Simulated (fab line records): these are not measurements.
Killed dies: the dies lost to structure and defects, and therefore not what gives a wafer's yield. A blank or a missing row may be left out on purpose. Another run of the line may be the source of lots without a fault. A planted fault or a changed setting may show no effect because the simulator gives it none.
Split-lot trial	flow n5Finfet	route with 1938 steps; 7 lots, 21 wafers read

## ON THE SPLIT
At N5_BEOL_M6_COAT_63 (time 60 s, resist thk 60 nm), the setting spinRpm was moved away from the recipe's 1500 rpm on 4 of the 21 wafers read, by +6.8% to +11.1%. For the rest of the wafers, this setting stayed at what the recipe calls for.

The reading comes from the split's own step.

## THE READING
SOC_of_BEOL_M6_COAT_63.thkNm (the simulator's own value, which no gauge read), in nm, at N5_BEOL_M6_COAT_63 (time 60 s, resist thk 60 nm). No usual value for it is given in the file. Here, 17 wafers ran the recipe; their average is 60.1 nm with a standard deviation of 0.18 nm.

wafer	tool, chamber at the split	spinRpm as run, rpm	against the recipe	SOC_of_BEOL_M6_COAT_63.thkNm, nm	against lot-mates on the recipe
L074.2	lithoTrack-02, 0	1500	recipe	60	-
L074.3	lithoTrack-02, 0	1500	recipe	60	-
L074.6	lithoTrack-02, 0	1500	recipe	60	-
L081.3	lithoTrack-04, 0	1500	recipe	60.4	-
L081.6	lithoTrack-04, 0	1500	recipe	60.4	-
L081.4	lithoTrack-04, 0	1500	recipe	60.2	-
L084.1	lithoTrack-05, 0	1500	recipe	60	-
L084.4	lithoTrack-05, 0	1500	recipe	60	-
L084.3	lithoTrack-05, 0	1500	recipe	60.2	-
L087.1	lithoTrack-02, 0	1500	recipe	60	-
L087.2	lithoTrack-02, 0	1500	recipe	60	-
L087.5	lithoTrack-02, 0	1500	recipe	60	-
L090.2	lithoTrack-02, 0	1602	+6.8%	58.2	-2.2
L090.5	lithoTrack-02, 0	1602	+6.8%	58.4	-2.0
L090.6	lithoTrack-02, 0	1500	recipe	60.4	-
L093.2	lithoTrack-05, 0	1500	recipe	60	-
L093.3	lithoTrack-05, 0	1500	recipe	59.8	-
L093.4	lithoTrack-05, 0	1500	recipe	59.8	-
L091.1	lithoTrack-04, 0	1666	+11.1%	57.2	-2.8
L091.3	lithoTrack-04, 0	1666	+11.1%	57	-3.0
L091.6	lithoTrack-04, 0	1500	recipe	60	-

THE FIT
A straight line over all 21 wafers: SOC_of_BEOL_M6_COAT_63.thkNm changes by -0.266 nm for each +1% of spinRpm; r = -0.99; the points scatter about the line by 0.18 nm.
The same after taking each lot's own level away (the mean of its wafers on the recipe; 21 wafers): -0.274 nm for each +1%; r = -0.99; scatter 0.12 nm.
On that fit, the largest move of spinRpm shifts the reading by 3 nm.
The span of the lots' own levels, 59.87 to 60.40 nm, comes to 3.0 times the standard deviation stated above.
The two slopes agree, so the slope changes little with the lot-to-lot level.
Check: with one of the wafers moved furthest among these (+11.1%) left out of the fit, the line predicts -3.18 nm for it against its lot-mates. It came out at -2.8 nm against them.

## OTHER SPLITS APPLIED TO THESE WAFERS
Before the reading, these wafers also passed through other splits. Each is held against what the fit with the lots' levels taken away leaves over:
other split on the same wafers	wafers away from the commonest value	r with SOC_of_BEOL_M6_COAT_63.thkNm (lot level and that fit taken away)
N5_BEOL_M3_COAT_76 spinRpm	8	+0.09
N5_BEOL_M4_ILD_DEP_00 timeS	5	+0.09
N5_BEOL_M4_COAT_73 spinRpm	8	-0.14
N5_BEOL_M5_ILD_DEP_00 timeS	6	+0.31
N5_BEOL_M5_COAT_22 spinRpm	5	-0.13

## FILE'S OWN FIT
SOC_of_BEOL_M6_COAT_63.thkNm changes by -0.275 nm for each +1% of spinRpm, r = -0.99.
